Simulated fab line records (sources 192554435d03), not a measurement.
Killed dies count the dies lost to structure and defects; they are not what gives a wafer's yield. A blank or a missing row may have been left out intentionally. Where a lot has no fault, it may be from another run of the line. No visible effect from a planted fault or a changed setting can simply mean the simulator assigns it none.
A lot that was struck, set against a sound lot :: flow n5_finfet :: 22 out of 1938 route steps
Sound: wafers L808.1, L808.2, L808.4. Wafers struck: L803.4, L803.5, L803.6. Last of all comes the cause.
For every step that has rows: the tool of each side, followed by ch and its chambers, followed by its first start. Under that, the readings that differ: sound wafers :: struck wafers :: difference of the means :: sigmas: that difference in standard deviations of wafers without a fault.
alike: readings with means less than 2 such deviations apart, plus words and numbers identical on both sides. not compared: withheld readings, readings lacking a value on some wafer, bounds such as >300 that could conceal the same value, and numbers that have no deviation in the record and whose values overlap.
Wherever a step has rows on one side only, a row that says differs or no value, or a row with sigmas, the two part there. When numbers do not overlap yet have no deviation, they are printed without sigmas and do not part them. A reading that every wafer of one side lacks parts them only if that side has two wafers or more.

first, 8 steps without rows for these wafers: N5_BEOL_M3_ANNEAL_51 (time 90 s); N5_BEOL_M3_CMP_52 (polishes, stops on SiOC, t overpolish 6.8 s, target thk 40 nm); N5_BEOL_M3_PRE_CLEAN_60 (time 15 s); N5_BEOL_M3_CO_CAP_55 (material Co, precursor CCTBA/H2, target thk 2 nm, time 102.1 s); N5_BEOL_M3_PRE_CLEAN_56 (time 15 s); N5_BEOL_M3_DEP_57 (deposits SiCN from 3MS/NH3, target thk 8 nm, time 14 s); N5_BEOL_M4_ILD_DEP_00 (deposits SiOC from DEMS/O2, target thk 79 nm, time 15.3 s); N5_BEOL_M4_PECVD_72 (deposits SiO2 from TEOS/O2, target thk 16 nm, time 18 s).
N5_BEOL_M4_HM_DEP_02: deposits TiN, target thk 20 nm.
  sound: pvd_sputter-03 at day 13 14:55; struck: pvd_sputter-01 at day 11 20:45
  alike: throttle_valve_pct
then, 9 steps without rows for these wafers: N5_BEOL_M4_COAT_61 (time 60 s, resist thk 60 nm); N5_BEOL_M4_COAT_62 (time 60 s, resist thk 12 nm); N5_BEOL_M4_COAT_73 (time 60 s, resist thk 5 nm); N5_BEOL_M4_COAT_05 (resist thk 30 nm); N5_BEOL_M4_EBR_07; N5_BEOL_M4_SOFTBAKE_06 (time 60 s); N5_BEOL_M4_EXPOSE_08 (exposes mask M4); N5_BEOL_M4_PEB_09 (peb time 60 s); N5_BEOL_M4_DEVELOP_10 (develop time 30 s).
N5_BEOL_M4_INSPECT_13: inspects for defects (brightfield).
  sound: defect_inspect-01 at day 13 15:32; struck: defect_inspect-02 at day 11 21:14
reading: raw_defect_count
sound: 365 411 457
struck: 1166 1252 1229
difference: +805
sigmas: +9
then, 1 step without rows for these wafers: N5_BEOL_M4_DESCUM_16 (chemistry O2, time 7 s).
N5_BEOL_M4_RC_MEAS_101:
  sound on prober-02 ch 0, day 14 01:45; struck on prober-01 ch 0, day 12 08:28
reading: SS_N (mV/dec)
sound: 72.3 71.5 71.9
struck: 70.7 70.9 70.1
difference: -1.3
sigmas: -2
  alike: DIBL_N, DIBL_P, IOFF_N, IOFF_P, ION_N, ION_P, SS_P, VT_N, VT_P
-- a jump in the record: the struck wafers' starts before and after are 5 days apart (it breaks off in module BEOL_M4 and resumes in module PASSIVATION, where the first step shown is number 1936 of the route) --
N5_PASSIVATION_PROBE_49:
  sound: prober-01 at day 19 08:28; struck: prober-01 at day 17 17:03
reading: defect_limited_yield (%)
sound: 92.7 90.8 91.4
struck: 80.8 81.8 78.6
difference: -11.2
sigmas: -7

reading: killed_at_M4_up
sound: 7 11 16
struck: 140 122 152
difference: +127
sigmas: +23

reading: killed_dies
sound: 86 108 102
struck: 227 215 252
difference: +133
sigmas: +7

reading: sort_bin_5_function (%)
sound: 3.7 4.2 5.5
struck: 12.0 11.4 12.9
difference: +7.6
sigmas: +8

reading: sort_n_pass
sound: 1094 1072 1078
struck: 953 965 928
difference: -133
sigmas: -7

reading: sort_yield_pct (%)
sound: 92.7 90.8 91.4
struck: 80.8 81.8 78.6
difference: -11.2
sigmas: -7
  alike: killed_at_M0_to_M3, killed_at_contacts, killed_at_front_end, killed_at_other, killed_open, killed_short, sort_bin_6_memory

== WHERE THEY PART ==
Earliest at N5_BEOL_M4_INSPECT_13; latest, in this record, at N5_PASSIVATION_PROBE_49.

WHY: what had been put in by the simulator
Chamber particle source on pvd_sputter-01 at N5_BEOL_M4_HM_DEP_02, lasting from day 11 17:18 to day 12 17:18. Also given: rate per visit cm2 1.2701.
